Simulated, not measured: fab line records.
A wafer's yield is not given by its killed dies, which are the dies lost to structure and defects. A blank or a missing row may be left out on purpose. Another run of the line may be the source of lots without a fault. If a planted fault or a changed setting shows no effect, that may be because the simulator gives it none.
Chamber matching || flow n5Finfet || N5_BEOL_M0_STRIP_140 on rieDiel-06 has 4 sister chambers
The step strips in CF4. 14 wafers are shown with their chamber, then 7 later ones without.

== WAFERS PAIRED WITH THEIR CHAMBERS ==
{"wafer": "L078.1", "chamber": 2, "drypumpMotorCurrentA (A)": 5.9, "showerheadPlenumPTorr (Torr)": 1.80, "rfVppV (V)": 269.9}
{"wafer": "L078.3", "chamber": 3, "drypumpMotorCurrentA (A)": 5.0, "showerheadPlenumPTorr (Torr)": 1.84, "rfVppV (V)": 274.2}
{"wafer": "L078.6", "chamber": 0, "drypumpMotorCurrentA (A)": 6.4, "showerheadPlenumPTorr (Torr)": 1.83, "rfVppV (V)": 273.8}
{"wafer": "L077.1", "chamber": 0, "drypumpMotorCurrentA (A)": 6.3, "showerheadPlenumPTorr (Torr)": 1.83, "rfVppV (V)": 272.7}
{"wafer": "L077.4", "chamber": 3, "drypumpMotorCurrentA (A)": 5.0, "showerheadPlenumPTorr (Torr)": 1.84, "rfVppV (V)": 273.7}
{"wafer": "L077.6", "chamber": 2, "drypumpMotorCurrentA (A)": 5.9, "showerheadPlenumPTorr (Torr)": 1.80, "rfVppV (V)": 269.9}
{"wafer": "L080.3", "chamber": 0, "drypumpMotorCurrentA (A)": 6.4, "showerheadPlenumPTorr (Torr)": 1.83, "rfVppV (V)": 272.5}
{"wafer": "L080.4", "chamber": 0, "drypumpMotorCurrentA (A)": 6.3, "showerheadPlenumPTorr (Torr)": 1.83, "rfVppV (V)": 272.6}
{"wafer": "L080.5", "chamber": 3, "drypumpMotorCurrentA (A)": 5.0, "showerheadPlenumPTorr (Torr)": 1.84, "rfVppV (V)": 273.9}
{"wafer": "L088.1", "chamber": 1, "drypumpMotorCurrentA (A)": 6.5, "showerheadPlenumPTorr (Torr)": 1.89, "rfVppV (V)": 274.6}
{"wafer": "L088.2", "chamber": 0, "drypumpMotorCurrentA (A)": 6.3, "showerheadPlenumPTorr (Torr)": 1.83, "rfVppV (V)": 273.1}
{"wafer": "L088.5", "chamber": 3, "drypumpMotorCurrentA (A)": 5.0, "showerheadPlenumPTorr (Torr)": 1.83, "rfVppV (V)": 272.9}
{"wafer": "L092.1", "chamber": 2, "drypumpMotorCurrentA (A)": 5.9, "showerheadPlenumPTorr (Torr)": 1.79, "rfVppV (V)": 268.9}
{"wafer": "L092.4", "chamber": 1, "drypumpMotorCurrentA (A)": 6.5, "showerheadPlenumPTorr (Torr)": 1.89, "rfVppV (V)": 273.7}

SIGNATURES (averages over the wafers above)
{"reading": "drypumpMotorCurrentA", "chamber 0": 6.340, "chamber 1": 6.500, "chamber 2": 5.900, "chamber 3": 5.000, "scatter within a chamber": 0.0346}
{"reading": "showerheadPlenumPTorr", "chamber 0": 1.8300, "chamber 1": 1.8900, "chamber 2": 1.7967, "chamber 3": 1.8375, "scatter within a chamber": 0.00376}
{"reading": "rfVppV", "chamber 0": 272.940, "chamber 1": 274.150, "chamber 2": 269.567, "chamber 3": 273.675, "scatter within a chamber": 0.56}
Rule: distance of a wafer from a chamber = root of the sum over the readings of ((wafer's reading minus chamber's mean) / reading's scatter) squared. If the next closest chamber is less than 2 further off than the closest, the wafer can't be placed; otherwise it belongs to the closest. The scatter: take each reading less its chamber's mean, square it, sum over the shown wafers, divide by the number of wafers less the number of chambers, and take the root.

== WAFERS WITH NO CHAMBER GIVEN ==
{"wafer": "L092.6", "drypumpMotorCurrentA (A)": 6.3, "showerheadPlenumPTorr (Torr)": 1.82, "rfVppV (V)": 272.2}
{"wafer": "L093.3", "drypumpMotorCurrentA (A)": 6.3, "showerheadPlenumPTorr (Torr)": 1.82, "rfVppV (V)": 273.5}
{"wafer": "L093.4", "drypumpMotorCurrentA (A)": 6.5, "showerheadPlenumPTorr (Torr)": 1.89, "rfVppV (V)": 274.4}
{"wafer": "L093.5", "drypumpMotorCurrentA (A)": 6.5, "showerheadPlenumPTorr (Torr)": 1.89, "rfVppV (V)": 273.6}
{"wafer": "L097.1", "drypumpMotorCurrentA (A)": 6.5, "showerheadPlenumPTorr (Torr)": 1.88, "rfVppV (V)": 274.1}
{"wafer": "L097.3", "drypumpMotorCurrentA (A)": 5.9, "showerheadPlenumPTorr (Torr)": 1.79, "rfVppV (V)": 269.6}
{"wafer": "L097.5", "drypumpMotorCurrentA (A)": 5.1, "showerheadPlenumPTorr (Torr)": 1.83, "rfVppV (V)": 270.1}

== CHAMBER TAKEN BY EACH ==
{"wafer": "L092.6", "from the rows above": 0, "in truth": 0}
{"wafer": "L093.3", "from the rows above": 0, "in truth": 0}
{"wafer": "L093.4", "from the rows above": 1, "in truth": 1}
{"wafer": "L093.5", "from the rows above": 1, "in truth": 1}
{"wafer": "L097.1", "from the rows above": 1, "in truth": 1}
{"wafer": "L097.3", "from the rows above": 2, "in truth": 2}
{"wafer": "L097.5", "from the rows above": 3, "in truth": 3}
Correctly placed: 7 of 7. Number that these rows cannot place: 0. 0 placed wrongly.
